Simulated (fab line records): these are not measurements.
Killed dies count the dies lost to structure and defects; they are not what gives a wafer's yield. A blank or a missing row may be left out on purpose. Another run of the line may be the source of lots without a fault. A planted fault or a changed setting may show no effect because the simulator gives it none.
Which of the tools did it? ; flow nand harc ; 12 lots, 36 wafers sampled, at 5 steps of a route of 1159

WHAT THE GAUGES READ, wafer by wafer
NHARC_THIN_TSV_INSPECT_40. Usual: 468 for raw defect count, sd 79.
lot;measured;on;raw defect count;flag
L201;day 19 09:29;defect inspect-01;443 630 432;
L204;day 19 09:29;defect inspect-02;367 434 393;
L205;day 20 04:02;defect inspect-01;385 340 342;
L202;day 20 04:02;defect inspect-02;371 384 417;
L207;day 20 22:40;defect inspect-02;527 391 393;
L211;day 23 06:18;defect inspect-01;566 523 485;
L217;day 23 22:51;defect inspect-02;701 605 516;
L218;day 23 22:50;defect inspect-01;486 553 473;
L221;day 24 02:09;defect inspect-02;542 608 441;
L222;day 24 10:45;defect inspect-02;396 447 477;
L219;day 24 20:53;defect inspect-02;557 513 584;
L223;day 24 20:53;defect inspect-01;418 548 359;

NHARC_END_SORT_01. Usual: defect limited yield 95.5 %, standard deviation 1.4; killed at array 26, standard deviation 9.1; killed at other 0.7, standard deviation 0.9; killed at periphery 3.6, standard deviation 2.8; killed dies 30, standard deviation 9.2; killed open 3.0, standard deviation 1.9; killed short 2.0, standard deviation 1.4; sort_bin_2_pct 1.4 %, standard deviation 0.6; sort_bin_3_pct 0.23 %, standard deviation 0.17; sort_bin_4_pct 2.8 %, standard deviation 0.92; sort n pass 647, standard deviation 9.2; sort rim yield pct 95.9 %, standard deviation 2.1; sort yield pct 95.5 %, standard deviation 1.4.
lot;measured;on;defect limited yield (%);killed at array;killed at other;killed at periphery;killed dies;killed open;killed short;sort_bin_2_pct (%);sort_bin_3_pct (%);sort_bin_4_pct (%);sort n pass;sort rim yield pct (%);sort yield pct (%);flag
L201;day 19 13:20;prober-01;96.5 95.7 94.4;22 24 33;1 0 0;1 5 5;24 29 38;2 6 2;2 4 4;1.5 1.9 2.4;0.15 0.15 0.30;1.9 2.2 3.0;653 648 639;96.2 100.0 96.2;96.5 95.7 94.4;
L205;day 20 07:07;prober-02;97.5 96.6 97.8;14 19 12;0 1 0;3 3 3;17 23 15;3 5 2;2 3 0;0.9 1.0 0.4;0 0.30 0;1.6 2.1 1.8;660 654 662;99.1 95.3 98.1;97.5 96.6 97.8;
L211;day 23 09:22;prober-02;93.5 93.4 94.8;39 40 32;1 1 1;4 4 2;44 45 35;2 4 7;2 1 2;2.1 2.5 1.8;0.15 0.44 0.74;4.3 3.7 2.7;633 632 642;95.3 94.3 96.2;93.5 93.4 94.8;
L217;day 24 01:55;prober-02;95.6 94.8 94.1;29 32 36;1 1 0;0 2 4;30 35 40;3 2 4;1 4 2;1.2 0.9 1.5;0.30 0.44 0.30;3.0 3.8 4.1;647 642 637;97.2 94.3 92.5;95.6 94.8 94.1;
L218;day 24 09:38;prober-02;95.1 96.3 95.4;29 25 28;0 0 1;4 0 2;33 25 31;5 3 3;4 0 2;1.5 0.7 1.6;0.15 0.30 0.30;3.2 2.7 2.7;644 652 646;99.1 96.2 95.3;95.1 96.3 95.4;

WHICH TOOL RAN EACH LOT (tool, then ch and the chambers of the sampled wafers, then the start)
lot;NHARC_THIN_TSV_CMP_21;NHARC_THIN_TSV_PRE_CLEAN_54;NHARC_THIN_TSV_ETCH_36
L201;cmp-02 ch 1,2,3, day 19 03:22;pvd sputter-02, day 19 03:58;rie metal-03 ch 0,1, day 19 05:28
L204;cmp-01 ch 0,2,3, day 19 04:41;pvd sputter-01, day 19 05:08;rie metal-01 ch 0,1, day 19 06:46
L205;cmp-01 ch 0,2, day 19 20:48;pvd sputter-01, day 19 21:19;rie metal-01 ch 0,1, day 19 22:55
L202;cmp-03 ch 0,3, day 19 21:56;pvd sputter-02, day 19 22:28;rie metal-02 ch 0,1, day 20 00:06
L207;cmp-01 ch 0,2, day 20 15:24;pvd sputter-03, day 20 15:56;rie metal-02 ch 0,1, day 20 17:34
L211;cmp-02 ch 1,2,3, day 22 22:59;pvd sputter-03, day 22 23:29;rie metal-02 ch 0,1, day 23 00:58
L217;cmp-01 ch 1,2,3, day 23 13:20;pvd sputter-02, day 23 13:53;rie metal-02 ch 0,1, day 23 15:29
L218;cmp-03 ch 0,1,3, day 23 16:08;pvd sputter-03, day 23 16:41;rie metal-01 ch 0,1, day 23 18:17
L221;cmp-01 ch 0,2,3, day 23 20:26;pvd sputter-01, day 23 20:57;rie metal-01 ch 0,1, day 23 22:35
L222;cmp-02 ch 1,3, day 24 03:16;pvd sputter-02, day 24 03:49;rie metal-01 ch 0,1, day 24 05:25
L219;cmp-01 ch 0,1,3, day 24 13:20;pvd sputter-02, day 24 13:50;rie metal-01 ch 0, day 24 15:27
L223;cmp-03 ch 1,3, day 24 14:22;pvd sputter-01, day 24 14:53;rie metal-03 ch 0,1, day 24 16:22
- NHARC_THIN_TSV_CMP_21: polishes, t overpolish 30 s, target thk 2000 nm.
- NHARC_THIN_TSV_PRE_CLEAN_54: time 30 s.
- NHARC_THIN_TSV_ETCH_36: etches the open film in Cl2/BCl3, target depth 65 nm, time 18.571 s.

WHAT THE TOOLS THEMSELVES READ (means of the sampled wafers that have a number; where no wafer has one, the mark that the record gives instead)
NHARC_THIN_TSV_CMP_21. Usual: motor current A 11.7 A, standard deviation 0.77; overpolish run s 30.001 s, standard deviation 0.0086.
lot;tool;motor current A (A);overpolish run s (s);flag
L201;cmp-02;12.8;30.007;
L204;cmp-01;11.0;30.002;
L205;cmp-01;11.5;29.998;
L202;cmp-03;11.9;30.010;
L207;cmp-01;11.1;30.001;
L211;cmp-02;12.6;30.000;
L217;cmp-01;11.6;29.996;
L218;cmp-03;11.2;30.000;
L221;cmp-01;11.0;30.003;
L222;cmp-02;12.1;30.005;
L219;cmp-01;11.2;30.006;
L223;cmp-03;12.0;30.004;

NHARC_THIN_TSV_PRE_CLEAN_54. Usual: 409 W for heater power w, sd 38.
lot;tool;heater power w (W);flag
L201;pvd sputter-02;400;
L204;pvd sputter-01;452;
L205;pvd sputter-01;431;
L202;pvd sputter-02;417;
L207;pvd sputter-03;397;
L211;pvd sputter-03;367;
L217;pvd sputter-02;400;
L218;pvd sputter-03;368;
L221;pvd sputter-01;444;
L222;pvd sputter-02;416;
L219;pvd sputter-02;397;
L223;pvd sputter-01;457;

NHARC_THIN_TSV_ETCH_36. Usual: drypump motor current A 5.4 A, standard deviation 0.42; oes product au 0.992 a.u., standard deviation 0.012.
lot;tool;drypump motor current A (A);oes product au (a.u.);flag
L201;rie metal-03;5.4;0.979;
L204;rie metal-01;5.8;0.993;
L205;rie metal-01;5.7;0.996;
L202;rie metal-02;4.9;0.998;
L207;rie metal-02;4.9;1.010;
L211;rie metal-02;4.9;1.002;
L217;rie metal-02;4.9;1.001;
L218;rie metal-01;5.8;0.984;
L221;rie metal-01;5.8;0.989;
L222;rie metal-01;5.6;0.990;
L219;rie metal-01;6.0;0.980;
L223;rie metal-03;5.4;0.977;

THE ANSWER, worked out from the rows above alone
Rule: take the mean of a lot's wafers that have a number; if it is more than 3 standard deviations from the usual mean, the lot is off. Also off: a lot with no number at a reading for which 4 or more lots have one. Any other lot the step has rows for is counted as sound. First the gauges in route order, then the tools' own readings, where a lot's mean is used as printed above. The first step at which some lot is off is used, and at that step the reading that is off furthest; a lot without a number counts as furthest.
Nothing can be told from this: no lot is off at any reading shown.

WHAT HAD BEEN PUT IN BY THE SIMULATOR
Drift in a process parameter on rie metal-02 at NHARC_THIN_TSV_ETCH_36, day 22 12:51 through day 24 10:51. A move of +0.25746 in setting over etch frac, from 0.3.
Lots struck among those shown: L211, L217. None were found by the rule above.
